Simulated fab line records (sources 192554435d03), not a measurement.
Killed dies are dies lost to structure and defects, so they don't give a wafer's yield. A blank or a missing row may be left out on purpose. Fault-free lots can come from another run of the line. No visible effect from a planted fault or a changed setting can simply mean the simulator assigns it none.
Matching of chambers	flow n5-finfet	N5_BEOL_M5_STRIP_36 on rie-diel-06: 4 sister chambers
The step strips in N2/H2. 4 wafers are shown with their chamber, then 10 later ones without.

EACH WAFER AND ITS CHAMBER
wafer	chamber	drypump-motor-current-A (A)
L089.5	0	5.8
L090.3	2	5.4
L092.2	1	6.4
L092.4	3	5.9

WAFERS WHOSE CHAMBER IS MISSING
wafer	drypump-motor-current-A (A)
L092.5	5.4
L093.3	5.9
L093.5	5.8
L093.6	6.3
L096.2	6.3
L096.4	5.8
L096.5	5.5
L097.3	5.9
L097.5	5.8
L097.6	6.4

WHICH CHAMBER EACH ONE RAN IN
wafer	from the rows above	in truth
L092.5	2	2
L093.3	can't be placed: 3 or 0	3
L093.5	can't be placed: 0 or 3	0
L093.6	1	1
L096.2	1	1
L096.4	can't be placed: 0 or 3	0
L096.5	2	2
L097.3	can't be placed: 3 or 0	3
L097.5	can't be placed: 0 or 3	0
L097.6	1	1
Correct placement for 5 of the 10. From these rows, 5 cannot be placed; in 5 the true chamber is one of the candidates. Placed wrongly: 0.
How it was worked out, from the rows above alone: a wafer's distance from a chamber is the root of the sum, over the readings, of the square of ((its reading less the chamber's mean) divided by the reading's scatter). The wafer belongs to the nearest chamber; if the next one is less than 2 further off, it can't be placed. A chamber's mean is the mean of its shown wafers. The scatter (one wafer shown for each chamber): square how far every hidden wafer sits from the nearest shown wafer, average those squares and take the square root.
